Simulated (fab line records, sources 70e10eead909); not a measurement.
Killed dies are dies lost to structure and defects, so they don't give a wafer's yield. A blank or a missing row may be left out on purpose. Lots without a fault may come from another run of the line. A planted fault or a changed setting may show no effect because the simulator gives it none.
Chamber matching | flow nand_harc | NHARC_A_ZERO_WELL_ETCH_13 on rie_si-05: 4 sister chambers
The step etches the open film in HBr/Cl2, target depth 120 nm, time 40.1 s. 8 wafers are shown with their chamber, then 7 later ones without.

WAFERS WITH THEIR CHAMBER
wafer  | chamber | drypump_motor_current_A (A) | oes_product_au (a.u.)
L896.5 | 2       | 6.2                         | 1.008
L899.2 | 3       | 6.2                         | 1.018
L899.5 | 2       | 6.2                         | 1.016
L901.2 | 3       | 6.2                         | 1.013
L901.3 | 1       | 5.5                         | 1.017
L901.5 | 0       | 5.7                         | 0.996
L906.1 | 1       | 5.5                         | 1.023
L906.2 | 0       | 5.6                         | 1.000

WAFERS WITHOUT THEIR CHAMBER
wafer  | drypump_motor_current_A (A) | oes_product_au (a.u.)
L906.4 | 6.2                         | 1.005
L908.2 | 6.2                         | 0.982
L908.3 | 5.5                         | 1.009
L908.5 | 5.7                         | 0.988
L917.2 | 6.2                         | 0.959
L917.5 | 5.5                         | 1.003
L917.6 | 5.7                         | 0.986

WHICH CHAMBER EACH WENT THROUGH
wafer  | from the rows above     | in truth
L906.4 | can't be placed: 2 or 3 | 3
L908.2 | can't be placed: 2 or 3 | 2
L908.3 | 1                       | 1
L908.5 | 0                       | 0
L917.2 | can't be placed: 2 or 3 | 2
L917.5 | can't be placed: 1 or 0 | 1
L917.6 | 0                       | 0
Placed correctly: 3 of 7. Can't be placed from these rows: 4 (the true chamber is among the candidates in 4). Placed wrongly: 0.
How it was worked out, from the rows above alone: a wafer's distance from a chamber is the root of the sum, over the readings, of the square of ((its reading less the chamber's mean) divided by the reading's scatter). The wafer belongs to the nearest chamber; if the next one is less than 2 further off, it can't be placed. A chamber's mean is the mean of its shown wafers. The scatter: the root of (the sum of the squares of (reading less its chamber's mean) over the shown wafers, divided by (wafers less chambers)).
